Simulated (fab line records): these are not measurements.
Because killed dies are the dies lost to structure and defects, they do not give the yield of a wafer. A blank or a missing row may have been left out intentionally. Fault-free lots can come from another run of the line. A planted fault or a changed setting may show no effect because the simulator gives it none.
What tool caused it? + flow nand_harc + 33 wafers from 11 lots sampled at 5 of the route's 1302 steps

== WHAT THE GAUGES READ, wafer by wafer ==
NHARC_END_SORT_01.
| lot  | measured     | on        | killed_dies |
|------|--------------|-----------|-------------|
| L337 | day 24 15:33 | prober-01 | 67 59 61    |
| L342 | day 27 04:47 | prober-01 | 71 73 102   |
| L350 | day 30 02:23 | prober-02 | 677 77 677  |
| L351 | day 30 12:23 | prober-01 | 27 18 677   |
| L353 | day 30 20:04 | prober-02 | 67 73 62    |
| L354 | day 30 10:44 | prober-02 | 54 52 40    |
| L355 | day 31 12:51 | prober-02 | 50 54 50    |
| L357 | day 33 05:20 | prober-02 | 65 56 52    |
| L358 | day 33 13:57 | prober-02 | 48 41 42    |
| L359 | day 33 05:16 | prober-01 | 48 39 34    |
| L360 | day 33 12:59 | prober-01 | 43 64 64    |

== WHAT TOOL EACH LOT RAN ON (gives the tool, then ch and the chambers of the sampled wafers, and finally the start) ==
| lot  | NHARC_A_STAIRCASE_ETCH_194                    | NHARC_A_STAIRCASE_ETCH_201                    | NHARC_A_STAIRCASE_TRIM_220         | NHARC_A_STAIRCASE_TRIM_224                    |
|------|-----------------------------------------------|-----------------------------------------------|------------------------------------|-----------------------------------------------|
| L337 | rie_diel-13 ch 0,2,3, day 16 02:10 or earlier | rie_diel-12 ch 0,3, day 16 02:10 or earlier   | rie_diel-03 ch 0,2,3, day 16 02:10 | rie_diel-03 ch 0,3, day 24 15:33 or earlier   |
| L342 | rie_diel-13 ch 2,3, day 18 15:59 or earlier   | rie_diel-03 ch 0,1,3, day 18 15:59 or earlier | rie_diel-13 ch 1,2, day 18 15:59   | rie_diel-13 ch 1,2, day 27 04:47 or earlier   |
| L350 | rie_diel-13 ch 0,1,2, day 21 09:44 or earlier | rie_diel-13 ch 0,2,3, day 21 09:44 or earlier | rie_diel-03 ch 0,1, day 21 09:44   | rie_diel-03 ch 0,1,3, day 30 02:23 or earlier |
| L351 | rie_diel-03 ch 0,1,3, day 22 09:21 or earlier | rie_diel-13 ch 0,1, day 22 09:21 or earlier   | rie_diel-03 ch 0,1,3, day 22 09:21 | rie_diel-03 ch 1,2, day 30 12:23 or earlier   |
| L353 | rie_diel-12 ch 0,1,3, day 22 16:11 or earlier | rie_diel-03 ch 0,2,3, day 22 16:11 or earlier | rie_diel-12 ch 1,3, day 22 16:11   | rie_diel-12 ch 0,1,2, day 30 20:04 or earlier |
| L354 | rie_diel-13 ch 1,3, day 22 16:23 or earlier   | rie_diel-12 ch 0,1,2, day 22 16:23 or earlier | rie_diel-12 ch 0,1,3, day 22 16:23 | rie_diel-12 ch 0,1, day 30 10:44 or earlier   |
| L355 | rie_diel-03 ch 1,2,3, day 23 07:17 or earlier | rie_diel-03 ch 2,3, day 23 07:17 or earlier   | rie_diel-12 ch 0,2,3, day 23 07:17 | rie_diel-12 ch 1,2, day 31 12:51 or earlier   |
| L357 | rie_diel-12 ch 0,2, day 24 15:02 or earlier   | rie_diel-03 ch 0,2,3, day 24 15:02 or earlier | rie_diel-03 ch 0,2,3, day 24 15:02 | rie_diel-03 ch 0,1,2, day 33 05:20 or earlier |
| L358 | rie_diel-13 ch 1,2,3, day 24 23:48 or earlier | rie_diel-12 ch 1,2, day 24 23:48 or earlier   | rie_diel-03 ch 0,1,2, day 24 23:48 | rie_diel-03 ch 0,3, day 33 13:57 or earlier   |
| L359 | rie_diel-13 ch 1,2, day 25 04:10 or earlier   | rie_diel-13 ch 0,1, day 25 04:10 or earlier   | rie_diel-03 ch 1,2,3, day 25 04:10 | rie_diel-03 ch 2,3, day 33 05:16 or earlier   |
| L360 | rie_diel-03 ch 1,3, day 25 07:14 or earlier   | rie_diel-13 ch 0,1, day 25 07:14 or earlier   | rie_diel-03 ch 0,2, day 25 07:14   | rie_diel-03 ch 1,3, day 33 12:59 or earlier   |
- NHARC_A_STAIRCASE_ETCH_194: etches the open film in C4F8/O2, target depth 100 nm, time 40.5 s.
- NHARC_A_STAIRCASE_ETCH_201: etches the open film in C4F8/O2, target depth 100 nm, time 40.5 s.
- NHARC_A_STAIRCASE_TRIM_220: chemistry O2, time 211.2 s.
- NHARC_A_STAIRCASE_TRIM_224: chemistry O2, time 211.2 s.

== THE ANSWER, worked out from the rows above alone ==
Rule: the usual values come from the lots themselves. The widest of any qualifying gaps counts: lots, ordered by their means at a reading, are off when they make up no more than a third of the lots, leave a main group of 4 or more, and stand apart from it by 3 or more times the standard deviation of that group's means. A main group is skipped when, at the precision printed for the reading in the tables above, its means are all equal. A lot without any number at a reading at which 4 lots or more have one is off too. All remaining lots with rows at the step are treated as sound.
Off: L350, L351 (NHARC_END_SORT_01, killed_dies). The main group: mean 57, standard deviation 12.
If a tool, at a process step before that reading, ran all the lots that are off and no sound lot after the first of them, it fits. The gauges at NHARC_END_SORT_01 are tried like those tools. With no start given for some of its lots, NHARC_A_STAIRCASE_ETCH_194 uses the hours and lot order of NHARC_A_STAIRCASE_TRIM_220. With no start given for some of its lots, NHARC_A_STAIRCASE_ETCH_201 uses the hours and lot order of NHARC_A_STAIRCASE_TRIM_220. With no start given for some of its lots, NHARC_A_STAIRCASE_TRIM_224 uses the hours and lot order of NHARC_END_SORT_01. Not one of the candidates tried fits.

== WHAT THE SIMULATOR HAD PUT IN ==
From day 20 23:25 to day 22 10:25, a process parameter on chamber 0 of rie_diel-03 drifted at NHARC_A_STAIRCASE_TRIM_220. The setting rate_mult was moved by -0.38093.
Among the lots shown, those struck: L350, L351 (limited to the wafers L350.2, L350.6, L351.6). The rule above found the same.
